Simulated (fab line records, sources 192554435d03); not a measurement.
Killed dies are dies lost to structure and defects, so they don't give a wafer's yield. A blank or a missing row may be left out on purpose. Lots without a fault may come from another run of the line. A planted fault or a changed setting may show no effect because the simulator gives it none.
fab line records | flow n5_finfet
record lots=6 wafers=16 last_day=18
route steps=1938 shown BEOL_M11@1545
lots that met no fault: from a run of the same line without faults
start_h: hours from the record's first day to the start of the lot's first wafer shown | wait_h: hours since the lot's step before | " the same as in the row above | L1.1+2: a row that stands for several wafers | - no value, or no start given | * or withheld: withheld | < > ~ a bound
route shown NAME@n: a module of which the file shows steps, and the number in the route of the first | usual: mean/standard deviation of fault-free wafers | same: alike in all rows | chamber/n: place in a boat | sites: the reading at each site | _std_site: their standard deviation | _edge_site: outer sites' mean less inner sites' | radius_mm: how far each site lies from the wafer's centre | mask NAME#n: copy n | behind: the tool/chamber that last shaped the wafer | hold: why the lot was held/for how many hours/how that ended | device: the transistor (n, p or np) that didn't switch | end of line: the same wafers' tests at the end of the route | a step without rows: its recipe alone | killed: dies lost to structure and defects at the first sort, not the wafer's yield | map: a wafer's dies, x killed, . not, _ none there
set.NAME: the setting as run; set.NAME@STEP: as run at that earlier step | model.NAME: the simulator's own value behind a step, which no gauge read
lots at some steps of the route; a table a step, a row a wafer
services: from which hour (start_h, from the record's first day; less than 0 if before it) a tool's chamber was out of use, for how many hours, and why
## steps
# step N5_BEOL_M11_SOFTBAKE_06
# recipe temp_c=110 time_s=60 resist=CAR-ArF
# step N5_BEOL_M11_EXPOSE_08
# recipe mask_id=M11 na=1.35 source_shape=dipole sigma_inner=0.411 sigma_outer=0.611 polarization=te dose_mj=53.75
# step N5_BEOL_M11_PEB_09
# recipe peb_temp_c=withheld peb_time_s=60 resist=CAR-ArF
# step N5_BEOL_M11_DEVELOP_10
# recipe develop_time_s=30 developer=TMAH resist=CAR-ArF rinse_liquid=diw dry=air_spin dev_temp_c=23
# step N5_BEOL_M11_CD_MEAS_11
# recipe target_cd_nm=64.1 landing_energy_ev=500 detector=se_inlens polarity=opening
# usual cd_nm=64.7/0.7
# columns lot.wafer tool chamber start_h wait_h cd_nm
L529.2 cd_sem-01 0 276.31 - 65.7
L529.4 " 0 " " 63.9
L529.6 " 0 " " 64.9
L528.2 cd_sem-02 0 276.42 - 64.6
L528.3 " 0 " " 64.9
L528.4 " 0 " " 64.0
L533.1 cd_sem-03 0 291.24 - 64.4
L533.2 " 0 " " 65.8
L533.5 " 0 " " 65.1
L542.1 cd_sem-02 0 344.19 - 64.9
L542.2 " 0 " " 64.5
L539.1 cd_sem-03 0 347.45 - 65.2
L539.2 " 0 " " 64.3
L546.1 cd_sem-03 0 378.68 - 63.9
L546.4 " 0 " " 65.7
L546.5 " 0 " " 64.9
# step N5_BEOL_M11_OVL_MEAS_12
# recipe points_per_wafer=44
# usual M11_OVL=-0.1/0.71
# columns lot.wafer tool chamber start_h wait_h M11_OVL[nm]
L529.2 overlay-02 0 276.34 0.0 -0.5
L529.4 " 0 " " 0.5
L529.6 " 0 " " -0.3
L528.2 overlay-02 0 276.45 0.0 0.0
L528.3 " 0 " " -0.4
L528.4 " 0 " " -0.7
L533.1 overlay-01 0 291.27 0.0 0.7
L533.2 " 0 " " 0.6
L533.5 " 0 " " 0.2
L542.1 overlay-01 0 344.22 0.0 -1.5
L542.2 " 0 " " -1.8
L539.1 overlay-01 0 347.48 0.0 0.2
L539.2 " 0 " " -0.1
L546.1 overlay-01 0 378.71 0.0 1.1
L546.4 " 0 " " 0.6
L546.5 " 0 " " 0.4
# step N5_BEOL_M11_INSPECT_13
# recipe mode=adi inspect_instrument=brightfield
# usual raw_defect_count=428/96
# columns lot.wafer tool chamber start_h wait_h raw_defect_count
L529.2 defect_inspect-02 - 276.36 0.0 290
L529.4 " - " " 305
L529.6 " - " " 408
L528.2 defect_inspect-01 - 276.48 0.0 762
L528.3 " - " " 511
L528.4 " - " " 701
L533.1 defect_inspect-01 - 291.30 0.0 439
L533.2 " - " " 528
L533.5 " - " " 409
L542.1 defect_inspect-01 - 344.24 0.0 397
L542.2 " - " " 566
L539.1 defect_inspect-02 - 347.50 0.0 405
L539.2 " - " " 463
L546.1 defect_inspect-01 - 378.73 0.0 371
L546.4 " - " " 311
L546.5 " - " " 454
# step N5_BEOL_M11_DESCUM_16
# recipe chemistry=O2 time_s=7.9 source_power_w=50 bias_power_w=20 pressure_mtorr=20 rf_frequency_hz=2.712e+07 temp_c=40 resist=CAR-ArF o2_flow_sccm=225
# usual drypump_motor_current_A=5.7/0.49 oes_product_au=0.80/0.07 rf_vpp_V=243.0/1.3 showerhead_plenum_p_Torr=2.08/0.063 throttle_valve_pct=20.34/0.21
# columns lot.wafer tool chamber start_h wait_h drypump_motor_current_A oes_product_au rf_hours_counter_h rf_vpp_V showerhead_plenum_p_Torr throttle_valve_pct
L529.2 rie_diel-05 3 276.40 0.0 5.8 0.70 226 243.8 2.17 20.87
L529.4 " 0 " " 5.1 0.69 210 242.2 2.01 20.48
L529.6 " 3 " " 5.8 0.70 - 244.2 2.17 20.88
L528.2 rie_diel-01 1 276.51 0.0 5.4 0.84 63 243.5 2.05 20.07
L528.3 " 2 " " 5.3 0.87 50 242.4 2.05 20.32
L528.4 " 0 " " 5.5 0.86 55 241.1 2.03 20.14
L533.1 rie_diel-03 2 291.33 0.0 5.7 0.75 144 243.4 2.09 20.28
L533.2 " 0 " " 6.0 0.78 96 244.7 2.09 20.44
L533.5 " 3 " " 6.5 0.85 - 245.3 2.22 20.37
L542.1 rie_diel-01 3 344.28 0.0 6.0 0.80 101 244.7 2.11 20.40
L542.2 " 2 " " 5.2 0.85 70 243.1 2.05 20.36
L539.1 rie_diel-05 3 347.68 0.2 5.8 0.68 249 244.1 2.16 20.91
L539.2 " 0 " " 5.1 0.66 235 240.8 2.00 20.52
L546.1 rie_diel-01 2 378.77 0.0 5.3 0.84 81 240.9 2.04 20.38
L546.4 " 1 " " 5.4 0.80 93 242.6 2.04 20.14
L546.5 " 1 " " 5.4 0.81 - 242.0 2.04 20.13
# step N5_BEOL_M11_ETCH_61
# recipe chemistry=CF4 target=SiARC target_depth_a=390 mask_material=CAR-ArF time_s=65 ion_energy_ev=80 pressure_mtorr=40 source_w=545 bias_w=36 Ar_flow_sccm=100 cf4_flow_sccm=100 ends=cleared
# usual drypump_motor_current_A=5.7/0.49 etch_rf_on_time_s=65.8/1.8 oes_product_au=0.68/0.057 rf_vpp_V=184.0/1.1 showerhead_plenum_p_Torr=2.13/0.063 throttle_valve_pct=15.50/0.23
# columns lot.wafer tool chamber start_h wait_h drypump_motor_current_A etch_rf_on_time_s oes_product_au rf_hours_counter_h rf_vpp_V showerhead_plenum_p_Torr throttle_valve_pct
L529.2 rie_diel-05 3 276.43 0.0 5.8 69.0 0.58 226 185.8 2.21 16.05
L529.4 " 0 " " 5.1 66.4 0.60 210 183.5 2.03 15.58
L529.6 " 3 " " 5.7 68.5 0.58 - 184.7 2.21 16.04
L528.2 rie_diel-01 1 276.55 0.0 5.4 68.1 0.69 63 183.4 2.10 15.30
L528.3 " 2 " " 5.3 64.4 0.74 50 183.0 2.08 15.25
L528.4 " 0 " " 5.5 60.6 0.75 55 182.7 2.08 15.32
L533.1 rie_diel-03 2 291.36 0.0 5.8 65.6 0.64 144 183.1 2.14 15.54
L533.2 " 0 " " 6.0 63.8 0.69 96 184.6 2.14 15.56
L533.5 " 3 " " 6.5 64.6 0.72 - 186.9 2.25 15.37
L542.1 rie_diel-01 3 344.31 0.0 6.0 64.2 0.69 101 185.1 2.18 15.66
L542.2 " 2 " " 5.3 65.1 0.71 70 182.1 2.07 15.29
L539.1 rie_diel-05 3 347.72 0.0 5.8 68.6 0.56 249 184.0 2.20 16.09
L539.2 " 0 " " 5.1 67.3 0.58 235 182.8 2.03 15.62
L546.1 rie_diel-01 2 378.80 0.0 5.3 64.4 0.71 81 182.4 2.07 15.31
L546.4 " 1 " " 5.4 67.7 0.66 93 185.2 2.09 15.38
L546.5 " 1 " " 5.4 67.6 0.66 - 183.9 2.09 15.36
# step N5_BEOL_M11_ETCH_62
# recipe chemistry=N2/H2 target=SOC target_depth_a=1100 overetch_a=220 mask_material=SiARC temp_c=40 time_s=165 ion_energy_ev=200 pressure_mtorr=30 source_w=840 bias_w=150 n2_flow_sccm=200 h2_flow_sccm=200
# usual drypump_motor_current_A=5.8/0.49 oes_product_au=0.68/0.052 rf_vpp_V=523.5/2.2 showerhead_plenum_p_Torr=2.52/0.079 throttle_valve_pct=17.67/0.28
# columns lot.wafer tool chamber start_h wait_h drypump_motor_current_A oes_product_au rf_hours_counter_h rf_vpp_V showerhead_plenum_p_Torr throttle_valve_pct
L529.2 rie_diel-05 3 276.48 0.0 5.8 0.60 226 525.8 2.62 18.20
L529.4 " 0 " " 5.1 0.60 210 519.8 2.43 17.92
L529.6 " 3 " " 5.8 0.60 - 526.0 2.62 18.20
L528.2 rie_diel-01 1 276.60 0.0 5.4 0.70 63 522.1 2.47 17.30
L528.3 " 2 " " 5.3 0.72 50 521.7 2.44 17.33
L528.4 " 0 " " 5.5 0.71 55 522.6 2.46 17.58
L533.1 rie_diel-03 2 291.41 0.0 5.8 0.64 144 523.1 2.55 17.69
L533.2 " 0 " " 6.1 0.67 96 524.3 2.57 18.09
L533.5 " 3 " " 6.5 0.71 - 528.5 2.68 17.67
L542.1 rie_diel-01 3 344.36 0.0 6.0 0.67 101 522.9 2.55 17.76
L542.2 " 2 " " 5.2 0.70 70 522.4 2.43 17.35
L539.1 rie_diel-05 3 347.77 0.0 5.8 0.58 249 525.8 2.61 18.25
L539.2 " 0 " " 5.1 0.59 235 520.4 2.42 17.98
L546.1 rie_diel-01 2 378.85 0.0 5.3 0.70 82 521.5 2.43 17.38
L546.4 " 1 " " 5.4 0.67 94 521.2 2.46 17.38
L546.5 " 1 " " 5.4 0.67 - 521.9 2.46 17.36
# step N5_BEOL_M11_STRIP_68
# recipe chemistry=N2/H2 temp_c=40 n2_flow_sccm=200 h2_flow_sccm=200 rf_frequency_hz=6e+07
# step N5_BEOL_M11_STRIP_67
# recipe chemistry=CF4 resist=SiARC power_w=300 bias_power_w=75 pressure_mtorr=50 cf4_flow_sccm=150 rf_frequency_hz=6e+07
# usual drypump_motor_current_A=5.7/0.5 oes_product_au=0.80/0.062 rf_vpp_V=270.9/1.5 showerhead_plenum_p_Torr=1.78/0.048 throttle_valve_pct=13.45/0.26
# columns lot.wafer tool chamber start_h wait_h drypump_motor_current_A oes_product_au rf_hours_counter_h rf_vpp_V showerhead_plenum_p_Torr throttle_valve_pct
L529.2 rie_diel-05 3 276.63 0.0 5.8 0.71 226 272.8 1.85 14.01
L529.4 " 0 " " 5.1 0.71 211 269.0 1.71 13.61
L529.6 " 3 " " 5.8 0.71 - 270.0 1.85 14.03
L528.2 rie_diel-01 1 276.74 0.0 5.4 0.82 63 270.4 1.75 13.24
L528.3 " 2 " " 5.3 0.86 50 271.1 1.73 13.19
L528.4 " 0 " " 5.5 0.84 55 270.2 1.72 13.21
L533.1 rie_diel-03 2 291.56 0.0 5.8 0.75 144 271.0 1.78 13.51
L533.2 " 0 " " 6.0 0.79 96 271.8 1.79 13.53
L533.5 " 3 " " 6.5 0.84 - 272.5 1.86 13.22
L542.1 rie_diel-01 3 344.51 0.0 6.0 0.80 101 271.0 1.81 13.56
L542.2 " 2 " " 5.3 0.83 70 269.9 1.72 13.23
L539.1 rie_diel-05 3 347.91 0.0 5.8 0.69 249 271.2 1.84 14.06
L539.2 " 0 " " 5.1 0.68 235 268.1 1.70 13.63
L546.1 rie_diel-01 2 379.00 0.0 5.3 0.82 82 270.6 1.72 13.26
L546.4 " 1 " " 5.4 0.79 94 269.6 1.74 13.32
L546.5 " 1 " " 5.4 0.79 - 270.1 1.74 13.32
# step N5_BEOL_M11_HM_OPEN_17
# recipe chemistry=Cl2/BCl3 target_depth_a=200 overetch_a=60 target=TiN mask_material=SOC ion_energy_ev=150 pressure_mtorr=10 icp_w=1000 bias_w=126 Cl2_flow_sccm=53.25 bcl3_flow_sccm=21.75 Ar_flow_sccm=25
# usual drypump_motor_current_A=5.6/0.45 oes_product_au=0.72/0.094 throttle_valve_pct=22.07/0.24
# columns lot.wafer tool chamber start_h wait_h drypump_motor_current_A oes_product_au rf_hours_counter_h throttle_valve_pct model.SOC_of_BEOL_M11_COAT_59.thk_nm
L529.2 rie_metal-01 0 276.67 0.0 6.2 0.77 8 21.70 92.4
L529.4 " 1 " " 5.0 0.52 - 22.27 92.4
L529.6 " 1 " " 5.0 0.54 - 22.27 92.6
L528.2 rie_metal-01 1 276.78 0.0 5.0 0.53 115 22.27 92.6
L528.3 " 1 " " 5.0 0.53 - 22.29 92.4
L528.4 " 0 " " 6.2 0.77 - 21.69 91.8
L533.1 rie_metal-02 1 291.60 0.0 5.7 0.77 4 22.13 91
L533.2 " 0 " " 5.8 0.76 10 22.18 91.8
L533.5 " 1 " " 5.8 0.77 - 22.12 90.8
L542.1 rie_metal-01 1 344.55 0.0 5.0 0.83 1 21.90 91.8
L542.2 " 0 " " 6.2 0.73 17 21.72 92.8
L539.1 rie_metal-01 0 347.95 0.0 6.2 0.73 17 21.73 91.8
L539.2 " 1 " " 5.0 0.85 1 21.87 92.8
L546.1 rie_metal-02 1 379.04 0.0 5.7 0.74 11 22.13 90.8
L546.4 " 0 " " 5.8 0.73 - 22.19 92
L546.5 " 0 " " 5.8 0.73 - 22.20 92.2
# step N5_BEOL_M11_STRIP_19
# recipe chemistry=O2 power_w=400 temp_c=40 pressure_mtorr=30 rf_frequency_hz=6e+07 bias_power_w=0 overash_fraction=0.2 o2_flow_sccm=225
# usual drypump_motor_current_A=5.7/0.47 oes_product_au=0.80/0.074 rf_vpp_V=3.7/0.61 showerhead_plenum_p_Torr=2.08/0.061 throttle_valve_pct=16.59/0.23
# columns lot.wafer tool chamber start_h wait_h drypump_motor_current_A oes_product_au rf_hours_counter_h rf_vpp_V showerhead_plenum_p_Torr throttle_valve_pct
L529.2 rie_diel-01 0 276.78 0.1 5.5 0.87 55 4.7 2.03 16.42
L529.4 " 2 " " 5.2 0.88 50 3.4 2.06 16.46
L529.6 " 3 " " 6.0 0.83 - 3.4 2.12 16.60
L528.2 rie_diel-05 2 276.96 0.1 5.0 0.83 96 3.0 2.02 16.63
L528.3 " 3 " " 5.8 0.70 227 3.7 2.18 17.15
L528.4 " 0 " " 5.1 0.70 211 3.7 2.01 16.74
L533.1 rie_diel-03 1 291.71 0.1 6.6 0.73 192 4.1 2.06 16.68
L533.2 " 0 " " 6.1 0.78 96 3.4 2.10 16.64
L533.5 " 3 " " 6.5 0.84 - 3.5 2.22 16.54
L542.1 rie_diel-03 2 344.67 0.1 5.8 0.74 160 4.2 2.09 16.64
L542.2 " 3 " " 6.5 0.82 80 4.3 2.21 16.56
L539.1 rie_diel-01 3 348.06 0.1 6.0 0.80 103 4.2 2.11 16.62
L539.2 " 0 " " 5.5 0.83 75 4.0 2.03 16.45
L546.1 rie_diel-03 2 379.22 0.2 5.8 0.72 172 4.7 2.09 16.67
L546.4 " 1 " " 6.6 0.70 - 4.7 2.05 16.75
L546.5 " 3 " " 6.5 0.81 - 4.1 2.21 16.54
## services
# columns tool chamber start_h hours kind
rie_diel-03 3 256.81 3.9 repair
rie_metal-02 0 281.18 8.2 repair
rie_metal-01 - 282.30 2.8 pm
rie_metal-01 1 313.16 2.2 repair
rie_diel-01 0 339.95 5.7 repair
rie_metal-02 - 342.30 1.0 repair
rie_metal-02 - 349.32 1.4 pm
rie_diel-05 3 352.23 - clean
rie_diel-05 3 352.23 - consumable_replace:focus_ring
rie_diel-05 3 352.23 17.2 scheduled_down
rie_diel-05 3 352.23 17.2 vent_cycle
rie_diel-01 - 359.56 0.5 repair
## key
first_sign none at tools or gauges
model_effect step=N5_BEOL_M11_HM_OPEN_17 value=SOC_of_BEOL_M11_COAT_59.thk_nm without=91.6 struck=92.8
met_at N5_BEOL_M11_HM_OPEN_17
struck_wafers L539.2,L542.2
sort_left_out L539.2,L542.2
onset_between 276.78 344.55
fault kind=process_parameter_drift tool=rie_metal-01 chamber=- onset_h=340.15 steps=N5_BEOL_M11_HM_OPEN_17 channel=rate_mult offset=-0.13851 shape=step end_h=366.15 scope=struck_wafers_only
# sort_left_out: the simulated sort isn't trusted on such a fault, so these wafers' sort isn't shown, and their yield isn't known
